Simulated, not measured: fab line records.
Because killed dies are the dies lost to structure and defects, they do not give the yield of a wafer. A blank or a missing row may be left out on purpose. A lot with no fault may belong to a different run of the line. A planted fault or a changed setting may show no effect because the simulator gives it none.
The same fault as seen by 2 desks	flow nand_harc	each desk holds nothing but its own numbers, with what lay behind them at the end

== METROLOGY DESK ==
Means of the sampled wafers that have a number, per lot and without regard to the tool the lot ran on: this is what the gauges read. If a lot's mean is further than 4 standard deviations from the usual mean, the lot is out of limits and carries the mark OUT (the distance appears in the brackets).
Columns: A = cd_nm at NHARC_THIN_TSV_CD_MEAS_12, usual 999.0 nm; B = cd_nm at NHARC_THIN_TSV_CD_MEAS_37, usual 4998.7 nm
lot	first seen here	A	B
L125	day 19 00:47	998.9	4998.2
L126	day 19 05:46	997.9	4996.8
L121	day 19 16:31	998.1	4997.7
L124	day 19 17:43	1001.1	5002.3
L130	day 20 09:45	997.2	4998.4
L131	day 20 16:45	1000.7	5003.3
L128	day 20 21:51	998.9	4998.6
L133	day 22 13:05	1007.8 (+4.9) OUT	5006.7
L141	day 23 07:14	1008.2 (+5.1) OUT	5007.4
L144	day 23 19:22	999.8	4997.2
L142	day 24 01:38	1001.1	5000.5
This desk's finding: out of limits on L133, L141; first on L133, day 22 13:05 (cd_nm at NHARC_THIN_TSV_CD_MEAS_12). L125, L126, L121, L124, L130, L131, L128, L144, L142: within limits.

== AT THE TOOL OWNER'S DESK: krf_scanner-02 ==
The tool's own readings at NHARC_THIN_TSV_EXPOSE_09 (exposes mask TSV): means of the sampled wafers that have a number, for each lot that ran on this tool. If a lot's mean is further than 4 standard deviations from the usual mean, the lot is out of limits and carries the mark OUT (the distance appears in the brackets).
Columns: A = exposure_dose_mJ_cm2 at NHARC_THIN_TSV_EXPOSE_09, usual 30.70
lot	first seen here	A
L121	day 19 16:22	30.68
L130	day 20 09:35	30.71
L133	day 22 12:56	42.72 (+99 or more) OUT
L141	day 23 07:04	42.73 (+99 or more) OUT
This desk's finding: out of limits on L133, L141; first on L133, day 22 12:56 (exposure_dose_mJ_cm2 at NHARC_THIN_TSV_EXPOSE_09). L121, L130: within limits.

== TAKEN TOGETHER ==
The tool owner's desk had the chance to raise an alarm at day 22 12:56 on L133, L141.
An alarm was possible from the metrology desk at day 22 13:05, on L133, L141.
The lots listed all ran NHARC_THIN_TSV_EXPOSE_09 on krf_scanner-02.

== WHAT THE SIMULATOR HAD PUT IN ==
Process parameter drift: krf_scanner-02, from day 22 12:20 on, at NHARC_THIN_TSV_EXPOSE_09. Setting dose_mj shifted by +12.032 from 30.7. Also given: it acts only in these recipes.
Lots struck among those shown: L133, L141.
Fault start to first reading out of limits, in hours, per desk: tool owner, 1; metrology, 1.
